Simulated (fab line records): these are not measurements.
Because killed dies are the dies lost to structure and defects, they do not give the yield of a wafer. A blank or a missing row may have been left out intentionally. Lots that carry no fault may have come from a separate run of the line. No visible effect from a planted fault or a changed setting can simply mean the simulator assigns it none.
Which of the tools did it?    flow nand-harc    13 lots, 39 wafers sampled, at 5 steps of a route of 1302

## WHAT THE GAUGES SHOWED, per wafer
NHARC_THIN_TSV_CD_MEAS_16. Usual: cd-nm at 998.4 nm, with a standard deviation of 1.8.
lot   measured      on         cd-nm (nm)            flag
L942  day 23 16:53  cd-sem-02  999.9 998.8 999.2     
L943  day 24 14:30  cd-sem-01  997.9 999.2 999.9     
L946  day 25 08:31  cd-sem-02  999.6 998.7 995.0     
L944  day 25 09:42  cd-sem-02  1000.0 1001.2 998.4   
L945  day 25 02:02  cd-sem-03  998.7 997.7 1000.6    
L947  day 25 00:53  cd-sem-01  998.0 997.9 997.0     
L950  day 26 19:56  cd-sem-01  999.4 997.4 1002.7    
L949  day 26 15:21  cd-sem-03  1000.4 997.9 999.0    
L952  day 29 01:43  cd-sem-03  998.6 998.3 997.5     
L954  day 29 02:59  cd-sem-01  1000.9 1000.2 997.4   
L955  day 29 13:39  cd-sem-02  1000.2 1003.9 1000.5  
L956  day 29 20:52  cd-sem-01  998.5 994.0 998.9     
L961  day 32 03:22  cd-sem-02  998.6 1001.4 1000.2   

NHARC_END_SORT_01. Usual: killed-at-array 51, standard deviation 17; killed-at-other 1.0, standard deviation 1.2; killed-at-periphery 3.4, standard deviation 2.5; killed-dies 56, standard deviation 17; killed-open 3.3, standard deviation 2.1; killed-short 2.6, standard deviation 1.6.
lot   measured      on         killed-at-array  killed-at-other  killed-at-periphery  killed-dies  killed-open  killed-short  flag
L956  day 30 14:46  prober-02  138 72 151       0 0 1            3 5 1                141 77 153   1 2 3        3 1 3         OFF

## WHAT TOOL EACH LOT RAN ON (gives the tool, then ch and the chambers of the sampled wafers, and finally the start)
lot   NHARC_A_STAIRCASE_DEP_417        NHARC_THIN_TSV_DEP_43            NHARC_THIN_TSV_ETCHBACK_48
L942  pecvd-01 ch 0,1,2, day 17 06:17  pecvd-04 ch 1,2, day 23 15:13    rie-diel-07 ch 0,2,3, day 23 18:13
L943  pecvd-04 ch 0,1,2, day 17 14:42  pecvd-02 ch 0,1, day 24 12:48    rie-diel-07 ch 1,2,3, day 24 15:46
L946  pecvd-04 ch 0,1,2, day 18 10:38  pecvd-03 ch 0,1, day 25 06:50    rie-diel-12 ch 0,2,3, day 25 09:49
L944  pecvd-02 ch 0,1,2, day 18 14:22  pecvd-03 ch 0,1,2, day 25 08:02  rie-diel-09 ch 2,3, day 25 10:58
L945  pecvd-01 ch 1,2, day 18 15:22    pecvd-02 ch 0,1, day 25 00:22    rie-diel-07 ch 0,1,2, day 25 03:22
L947  pecvd-01 ch 0,1,2, day 18 17:13  pecvd-02 ch 0,1,2, day 24 23:21  rie-diel-12 ch 0,2,3, day 25 02:17
L950  pecvd-04 ch 0,1,2, day 20 09:11  pecvd-04 ch 0,2, day 26 18:08    rie-diel-12 ch 0,2,3, day 26 21:16
L949  pecvd-02 ch 0,1,2, day 20 13:56  pecvd-03 ch 0,1, day 26 13:40    rie-diel-09 ch 1,2, day 26 16:39
L952  pecvd-02 ch 0,1, day 22 02:43    pecvd-04 ch 0,1, day 28 23:59    rie-diel-12 ch 0,2,3, day 29 03:17
L954  pecvd-04 ch 0,1,2, day 22 04:08  pecvd-04 ch 1,2, day 29 01:13    rie-diel-07 ch 0,1, day 29 04:39
L955  pecvd-04 ch 1,2, day 22 16:17    pecvd-02 ch 0,1,2, day 29 11:56  rie-diel-12 ch 1,2, day 29 14:56
L956  pecvd-04 ch 0,1, day 22 21:16    pecvd-02 ch 0,2, day 29 18:59    rie-diel-12 ch 0,1,3, day 29 22:09
L961  pecvd-01 ch 0,1, day 25 10:25    pecvd-04 ch 0,2, day 32 01:45    rie-diel-07 ch 1,2,3, day 32 04:43
- NHARC_A_STAIRCASE_DEP_417: deposits Si3N4, target thk 60 nm.
- NHARC_THIN_TSV_DEP_43: deposits SiO2, target thk 1328.5 nm.
- NHARC_THIN_TSV_ETCHBACK_48: etches the open film in C4F8/Ar, target depth 1028.5 nm, time 405.17 s.

## AS READ BY THE TOOLS THEMSELVES (means over the sampled wafers that have a number; for cases with no such wafer, the mark the record gives instead)
NHARC_A_STAIRCASE_DEP_417. Usual: heater-power-w at 681 W, with a standard deviation of 93.
lot   tool      heater-power-w (W)  flag
L942  pecvd-01  700                 
L943  pecvd-04  652                 
L946  pecvd-04  706                 
L944  pecvd-02  679                 
L945  pecvd-01  604                 
L947  pecvd-01  659                 
L950  pecvd-04  698                 
L949  pecvd-02  653                 
L952  pecvd-02  646                 
L954  pecvd-04  695                 
L955  pecvd-04  615                 
L956  pecvd-04  669                 
L961  pecvd-01  647                 

NHARC_THIN_TSV_DEP_43. Usual: throttle-valve-pct at 15.7 %, with a standard deviation of 0.39.
lot   tool      throttle-valve-pct (%)  flag
L942  pecvd-04  15.8                    
L943  pecvd-02  15.7                    
L946  pecvd-03  15.7                    
L944  pecvd-03  15.8                    
L945  pecvd-02  15.6                    
L947  pecvd-02  15.9                    
L950  pecvd-04  16.1                    
L949  pecvd-03  15.8                    
L952  pecvd-04  15.1                    
L954  pecvd-04  15.7                    
L955  pecvd-02  15.6                    
L956  pecvd-02  15.8                    
L961  pecvd-04  15.8                    

NHARC_THIN_TSV_ETCHBACK_48. Usual: oes-product-au 0.939 a.u., standard deviation 0.027; rf-vpp-V 545 V, standard deviation 3.8.
lot   tool         oes-product-au (a.u.)  rf-vpp-V (V)  flag
L942  rie-diel-07  0.919                  542           
L943  rie-diel-07  0.927                  543           
L946  rie-diel-12  0.923                  547           
L944  rie-diel-09  0.926                  544           
L945  rie-diel-07  0.926                  543           
L947  rie-diel-12  0.934                  547           
L950  rie-diel-12  0.934                  548           
L949  rie-diel-09  0.924                  544           
L952  rie-diel-12  0.921                  548           
L954  rie-diel-07  0.992                  542           
L955  rie-diel-12  0.938                  549           
L956  rie-diel-12  0.921                  546           
L961  rie-diel-07  0.949                  542           

## THE ANSWER, worked out from the rows above alone
Rule: lot off if the mean of its wafers having a number is beyond 3 standard deviations from the usual mean. A lot without any number at a reading at which 4 lots or more have one is off too. All remaining lots with rows at the step are treated as sound. After the gauges, taken in route order, come the tools' own readings; for these a lot's mean is taken, as printed above. The first step at which some lot is off is used, and at that step the reading that is off furthest; a lot without a number counts as furthest.
Off, at NHARC_END_SORT_01 on killed-at-array: L956. Neither off nor sound, because the step has no rows for them: L942, L943, L946, L944, L945, L947, L950, L949, L952, L954, L955, L961.
A tool fits if, at a process step before that reading, it ran every lot that is off, and no sound lot after the first of them. Those tools and the gauges at NHARC_END_SORT_01 are tried in the same way. Can't be told from this: 4 tools fit, pecvd-04 at NHARC_A_STAIRCASE_DEP_417, pecvd-02 at NHARC_THIN_TSV_DEP_43, rie-diel-12 at NHARC_THIN_TSV_ETCHBACK_48, prober-02 at NHARC_END_SORT_01.

## WHAT THE SIMULATOR HAD INSERTED
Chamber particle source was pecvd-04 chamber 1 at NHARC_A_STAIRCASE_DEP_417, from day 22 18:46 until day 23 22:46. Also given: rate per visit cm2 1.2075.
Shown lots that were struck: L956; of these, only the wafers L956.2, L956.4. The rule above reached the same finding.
